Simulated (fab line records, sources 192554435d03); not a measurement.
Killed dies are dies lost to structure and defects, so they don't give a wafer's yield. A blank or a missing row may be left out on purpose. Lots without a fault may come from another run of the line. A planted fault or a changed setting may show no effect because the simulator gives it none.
Chamber matching | flow n5_finfet | N5_GATE_CUT_CMP_61 on cmp-01: 4 sister chambers
The step polishes, stops on SiNx, t overpolish 3 s. 7 wafers are shown with their chamber, then 10 later ones without.

WAFERS WITH THEIR CHAMBER
wafer  | chamber | motor_current_A (A) | slurry_flow_ml_min
L075.1 | 1       | 10.3                | 149.5
L080.1 | 0       | 12.4                | 150.3
L080.5 | 2       | 10.1                | 149.2
L081.2 | 0       | 12.8                | 150.7
L081.5 | 3       | 11.2                | 149.4
L082.1 | 3       | 11.7                | 150.0
L082.5 | 2       | 9.8                 | 149.8

WAFERS WITHOUT THEIR CHAMBER
wafer  | motor_current_A (A) | slurry_flow_ml_min
L082.6 | 11.5                | 150.0
L085.2 | 10.5                | 149.7
L085.4 | 10.2                | 150.4
L085.6 | 10.0                | 150.3
L089.2 | 10.1                | 150.7
L089.3 | 11.4                | 149.4
L089.5 | 12.8                | 150.5
L096.3 | 12.5                | 150.2
L096.4 | 10.1                | 149.5
L096.5 | 10.0                | 149.8

WHICH CHAMBER EACH WENT THROUGH
wafer  | from the rows above     | in truth
L082.6 | 3                       | 3
L085.2 | can't be placed: 1 or 2 | 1
L085.4 | can't be placed: 1 or 2 | 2
L085.6 | can't be placed: 2 or 1 | 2
L089.2 | can't be placed: 2 or 1 | 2
L089.3 | 3                       | 3
L089.5 | 0                       | 0
L096.3 | 0                       | 0
L096.4 | can't be placed: 2 or 1 | 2
L096.5 | can't be placed: 2 or 1 | 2
Placed correctly: 4 of 10. Can't be placed from these rows: 6 (the true chamber is among the candidates in 6). Placed wrongly: 0.
How it was worked out, from the rows above alone: a wafer's distance from a chamber is the root of the sum, over the readings, of the square of ((its reading less the chamber's mean) divided by the reading's scatter). The wafer belongs to the nearest chamber; if the next one is less than 2 further off, it can't be placed. A chamber's mean is the mean of its shown wafers. The scatter: the root of (the sum of the squares of (reading less its chamber's mean) over the shown wafers, divided by (wafers less chambers)).
